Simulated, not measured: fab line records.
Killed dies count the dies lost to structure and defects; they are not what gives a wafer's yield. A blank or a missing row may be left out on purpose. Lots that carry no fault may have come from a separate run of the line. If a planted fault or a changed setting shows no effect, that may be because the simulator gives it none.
Split-lot experiment    flow n5Finfet    39 wafers read from 7 lots, route of 1938 steps

== THE SPLIT ==
At N5_DUMMY_GATE_ETCH_42 (etches SiO2 in CHF3/O2, target depth 3.5 nm, time 31 s), the setting biasW was moved away from the recipe's 12 W on 12 of the 39 wafers read, by -12.8% to -10.5%. All remaining wafers had this setting at the recipe value.

Reading taken at the split's own step.

== THE READING ==
rfVppV, in V, at N5_DUMMY_GATE_ETCH_42 (etches SiO2 in CHF3/O2, target depth 3.5 nm, time 31 s). Typical for fault-free wafers on this fab line: 42.7 V, with standard deviation 0.97 V.

wafer   tool, chamber at the split  biasW as run, W  against the recipe  rfVppV, V  against lot-mates on the recipe
L075.1  rieDiel-04, 0               10.71            -10.7%              39.6       -4.4
L075.2  rieDiel-04, 2               12               recipe              42.5       -
L075.3  rieDiel-04, 3               12               recipe              46.1       -
L075.4  rieDiel-04, 1               10.71            -10.7%              39.9       -4.1
L075.5  rieDiel-04, 0               10.71            -10.7%              39.7       -4.3
L075.6  rieDiel-04, 3               12               recipe              43.4       -
L079.1  rieDiel-03, 2               12               recipe              41.2       -
L079.2  rieDiel-03, 0               12               recipe              42.8       -
L079.3  rieDiel-03, 3               12               recipe              41.4       -
L079.4  rieDiel-03, 3               12               recipe              43.2       -
L079.5  rieDiel-03, 0               12               recipe              42.9       -
L079.6  rieDiel-03, 2               12               recipe              41.1       -
L081.1  rieDiel-03, 3               10.63            -11.4%              39.3       -2.8
L081.2  rieDiel-03, 1               12               recipe              41.7       -
L081.3  rieDiel-03, 0               12               recipe              42.6       -
L081.4  rieDiel-03, 2               10.63            -11.4%              39.1       -3.0
L081.5  rieDiel-03, 3               10.63            -11.4%              37.2       -4.9
L081.6  rieDiel-03, 2               12               recipe              41.9       -
L090.1  rieDiel-02, 1               12               recipe              42.0       -
L090.2  rieDiel-02, 0               10.74            -10.5%              40.0       -2.5
L090.3  rieDiel-02, 2               12               recipe              44.0       -
L090.4  rieDiel-02, 3               10.74            -10.5%              38.9       -3.6
L090.5  rieDiel-02, 1               12               recipe              41.5       -
L090.6  rieDiel-02, 2               10.74            -10.5%              39.8       -2.7
L094.1  rieDiel-02, 2               12               recipe              41.4       -
L094.2  rieDiel-02, 0               12               recipe              41.7       -
L094.3  rieDiel-02, 1               12               recipe              41.0       -
L094.4  rieDiel-02, 3               12               recipe              43.4       -
L094.5  rieDiel-02, 2               12               recipe              42.7       -
L094.6  rieDiel-02, 3               12               recipe              42.9       -
L096.2  rieDiel-03, 1               12               recipe              42.7       -
L096.4  rieDiel-03, 0               12               recipe              42.7       -
L096.5  rieDiel-03, 0               12               recipe              42.4       -
L097.1  rieDiel-04, 2               12               recipe              41.4       -
L097.2  rieDiel-04, 3               12               recipe              43.8       -
L097.3  rieDiel-04, 1               10.46            -12.8%              37.9       -4.7
L097.4  rieDiel-04, 0               10.46            -12.8%              38.9       -3.7
L097.5  rieDiel-04, 1               10.46            -12.8%              38.4       -4.2
L097.6  rieDiel-04, 0               12               recipe              42.5       -

FIT RESULTS
A straight line over all 39 wafers: rfVppV changes by +0.303 V for each +1% of biasW; r = +0.85; the points scatter about the line by 1 V.
The same after taking each lot's own level away (the mean of its wafers on the recipe; 39 wafers): +0.327 V for each +1%; r = +0.89; scatter 0.89 V.
According to that fit, moving biasW by its largest amount changes the reading by 4.2 V.
The lots' own levels span 42.07 to 44.00 V, that is 2.0 times the standard deviation above.
Hence the lot-to-lot level has little effect on the slope; both slopes agree.
Check: -4.15 V against its lot-mates is what the line predicts for one of the wafers moved furthest among these (-12.8%) when that wafer is left out of the fit. It came out at -4.67 V against them.
Tool readings at the split's step, against how far the setting was moved: rfVppV r = +0.85.

== FURTHER SPLITS ON THESE WAFERS ==
Before the reading, these wafers also passed through other splits. Each is held against what the fit with the lots' levels taken away leaves over:
other split on the same wafers  wafers away from the commonest value  r with rfVppV (lot level and that fit taken away)
N5_FIN_SAQP_FIN_ETCH_36 icpW    12                                    +0.11
N5_FIN_CUT_ETCH_21 biasW        18                                    +0.05
N5_DUMMY_GATE_EXPOSE_12 doseMj  15                                    -0.24

== THE FILE'S OWN FIT ==
rfVppV changes by +0.326 V for each +1% of biasW, r = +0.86.
